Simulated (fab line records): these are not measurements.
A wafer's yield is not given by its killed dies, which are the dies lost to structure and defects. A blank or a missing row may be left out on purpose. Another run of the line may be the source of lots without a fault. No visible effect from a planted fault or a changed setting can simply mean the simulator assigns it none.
What tool caused it? | flow n5 finfet | 39 wafers from 14 lots sampled at 4 of the route's 1938 steps

WHAT THE GAUGES SHOWED, per wafer
N5_MOL_CONTACT_COAG_CD_MEAS_84: the cd target is 25.1 nm. Usual: cd nm 25.10 nm, standard deviation 0.25.
lot  | measured     | on        | cd nm (nm)        | flag
L594 | day 5 06:49  | cd sem-02 | 24.79 24.72       |
L595 | day 5 17:25  | cd sem-01 | 25.11 24.80 25.28 |
L596 | day 5 21:38  | cd sem-01 | 25.20 25.17 24.96 |
L597 | day 6 04:34  | cd sem-01 | 25.30 25.34 25.01 |
L598 | day 6 19:17  | cd sem-02 | 25.28 25.29 25.17 |
L600 | day 6 22:21  | cd sem-02 | 25.11 25.35 25.37 |
L602 | day 7 07:59  | cd sem-01 | 25.01 25.32 25.08 |
L603 | day 7 17:58  | cd sem-03 | 25.27 25.46       |
L604 | day 7 20:44  | cd sem-03 | 25.49 25.12 25.65 |
L606 | day 8 07:25  | cd sem-01 | 24.60 25.10       |
L607 | day 8 15:03  | cd sem-01 | 25.19 24.80 24.99 |
L612 | day 9 22:02  | cd sem-03 | 25.28 24.94 25.30 |
L614 | day 10 06:57 | cd sem-02 | 25.18 25.38 25.01 |
L615 | day 10 16:04 | cd sem-01 | 24.79 24.75 24.90 |

WHICH TOOL RAN EACH LOT (tool, then ch and the chambers of the sampled wafers, then the start)
lot  | N5_MOL_CONTACT_COAG_TI_SIL_19 | N5_MOL_CONTACT_COAG_CMP_28    | N5_MOL_CONTACT_COAG_ALD_123
L594 | pvd sputter-03, day 4 22:42   | cmp-03 ch 1,3, day 5 04:56    | ald sin-02 ch 0,3, day 5 05:52
L595 | pvd sputter-01, day 5 08:59   | cmp-03 ch 1,3, day 5 16:15    | ald sin-03 ch 0,1,3, day 5 16:35
L596 | pvd sputter-03, day 5 13:02   | cmp-02 ch 0,1,2, day 5 19:39  | ald sin-02 ch 1,2,3, day 5 20:41
L597 | pvd sputter-03, day 5 20:29   | cmp-01 ch 0,1,2, day 6 03:28  | ald sin-01 ch 0,1,3, day 6 03:43
L598 | pvd sputter-02, day 6 06:46   | cmp-01 ch 0,2, day 6 18:07    | ald sin-02 ch 1,2,3, day 6 18:27
L600 | pvd sputter-03, day 6 15:22   | cmp-02 ch 0,2,3, day 6 21:05  | ald sin-01 ch 0,1,2, day 6 21:23
L602 | pvd sputter-01, day 6 23:49   | cmp-01 ch 0,2,3, day 7 06:53  | ald sin-01 ch 1,2,3, day 7 07:08
L603 | pvd sputter-03, day 7 07:46   | cmp-01 ch 3, day 7 16:43      | ald sin-02 ch 3, day 7 17:00
L604 | pvd sputter-01, day 7 13:05   | cmp-01 ch 0,1,2, day 7 19:38  | ald sin-03 ch 1,3, day 7 19:53
L606 | pvd sputter-01, day 8 00:50   | cmp-02 ch 0,2, day 8 06:14    | ald sin-03 ch 2,3, day 8 06:34
L607 | pvd sputter-01, day 8 06:39   | cmp-03 ch 0,2,3, day 8 13:52  | ald sin-02 ch 1,2, day 8 14:05
L612 | pvd sputter-03, day 9 14:13   | cmp-02 ch 1,2,3, day 9 20:53  | ald sin-03 ch 0,3, day 9 21:10
L614 | pvd sputter-03, day 9 23:43   | cmp-01 ch 0,2,3, day 10 05:49 | ald sin-03 ch 2,3, day 10 06:07
L615 | pvd sputter-02, day 10 06:26  | cmp-01 ch 0,1,3, day 10 14:46 | ald sin-01 ch 2,3, day 10 15:05
- N5_MOL_CONTACT_COAG_TI_SIL_19: material Ti, target thk 4.2 nm, time 15 s.
- N5_MOL_CONTACT_COAG_CMP_28: polishes, stops on SiNx, t overpolish 0.85 s, target thk 14.522 nm.
- N5_MOL_CONTACT_COAG_ALD_123: deposits SiNx, target thk 5 nm, pulse time 1 s, purge time 2 s.

WHAT THE TOOLS THEMSELVES READ (means of the sampled wafers that have a number; where no wafer has one, the mark that the record gives instead)
N5_MOL_CONTACT_COAG_TI_SIL_19. Usual: throttle valve pct 30.1 %, standard deviation 0.6.
lot  | tool           | throttle valve pct (%) | flag
L594 | pvd sputter-03 | 29.7                   |
L595 | pvd sputter-01 | 30.3                   |
L596 | pvd sputter-03 | 30.3                   |
L597 | pvd sputter-03 | 30.8                   |
L598 | pvd sputter-02 | 30.5                   |
L600 | pvd sputter-03 | 29.7                   |
L602 | pvd sputter-01 | 30.0                   |
L603 | pvd sputter-03 | 29.5                   |
L604 | pvd sputter-01 | 29.8                   |
L606 | pvd sputter-01 | 29.9                   |
L607 | pvd sputter-01 | 30.2                   |
L612 | pvd sputter-03 | 29.4                   |
L614 | pvd sputter-03 | 30.2                   |
L615 | pvd sputter-02 | 31.1                   |

N5_MOL_CONTACT_COAG_CMP_28. Usual: motor current A 12.5 A, standard deviation 1.2; slurry filter dp kPa 13.51 kPa, standard deviation 0.14; slurry flow ml min 150.0, standard deviation 0.55; time to endpoint s 4.0 s, standard deviation 2.4.
lot  | tool   | motor current A (A) | slurry filter dp kPa (kPa) | slurry flow ml min | time to endpoint s (s) | flag
L594 | cmp-03 | 13.0                | 13.65                      | 149.3              | 5.1                    |
L595 | cmp-03 | 13.0                | 13.38                      | 149.7              | 4.2                    |
L596 | cmp-02 | 12.2                | 13.64                      | 150.1              | 4.5                    |
L597 | cmp-01 | 11.9                | 13.50                      | 149.5              | 6.0                    |
L598 | cmp-01 | 10.9                | 13.59                      | 149.7              | 8.0                    |
L600 | cmp-02 | 11.8                | 13.52                      | 149.8              | 1.9                    |
L602 | cmp-01 | 11.8                | 13.37                      | 150.4              | 5.5                    |
L603 | cmp-01 | 13.5                | 13.66                      | 150.2              | 5.2                    |
L604 | cmp-01 | 11.9                | 13.39                      | 150.0              | 5.7                    |
L606 | cmp-02 | 11.8                | 13.45                      | 150.4              | 3.5                    |
L607 | cmp-03 | 13.7                | 13.40                      | 150.6              | 4.0                    |
L612 | cmp-02 | 12.7                | 13.33                      | 149.4              | 1.7                    |
L614 | cmp-01 | 11.9                | 13.55                      | 150.5              | 5.4                    |
L615 | cmp-01 | 12.5                | 13.53                      | 149.9              | 3.4                    |

N5_MOL_CONTACT_COAG_ALD_123. Usual: heater power w 832 W, standard deviation 75; precursor pulse height rel 1.001, standard deviation 0.021.
lot  | tool       | heater power w (W) | precursor pulse height rel | flag
L594 | ald sin-02 | 751                | 1.010                      |
L595 | ald sin-03 | 805                | 1.013                      |
L596 | ald sin-02 | 821                | 1.012                      |
L597 | ald sin-01 | 860                | 1.015                      |
L598 | ald sin-02 | 808                | 1.015                      |
L600 | ald sin-01 | 826                | 0.982                      |
L602 | ald sin-01 | 849                | 0.998                      |
L603 | ald sin-02 | 818                | 1.001                      |
L604 | ald sin-03 | 817                | 1.017                      |
L606 | ald sin-03 | 858                | 1.008                      |
L607 | ald sin-02 | 845                | 1.001                      |
L612 | ald sin-03 | 774                | 0.996                      |
L614 | ald sin-03 | 866                | 0.997                      |
L615 | ald sin-01 | 898                | 1.003                      |

THE ANSWER, worked out from the rows above alone
Rule: lot off if the mean of its wafers having a number is beyond 3 standard deviations from the usual mean. Also off: a lot with no number at a reading for which 4 or more lots have one. All remaining lots with rows at the step are treated as sound. The gauges are gone through in route order, then the tools' own readings, and for those a lot's mean is taken as printed above. At the first step where some lot is off, the reading lying furthest off is the one used; lots without a number count as furthest.
Nothing can be told from this: no lot is off at any reading shown.

WHAT WAS PUT IN BY THE SIMULATOR
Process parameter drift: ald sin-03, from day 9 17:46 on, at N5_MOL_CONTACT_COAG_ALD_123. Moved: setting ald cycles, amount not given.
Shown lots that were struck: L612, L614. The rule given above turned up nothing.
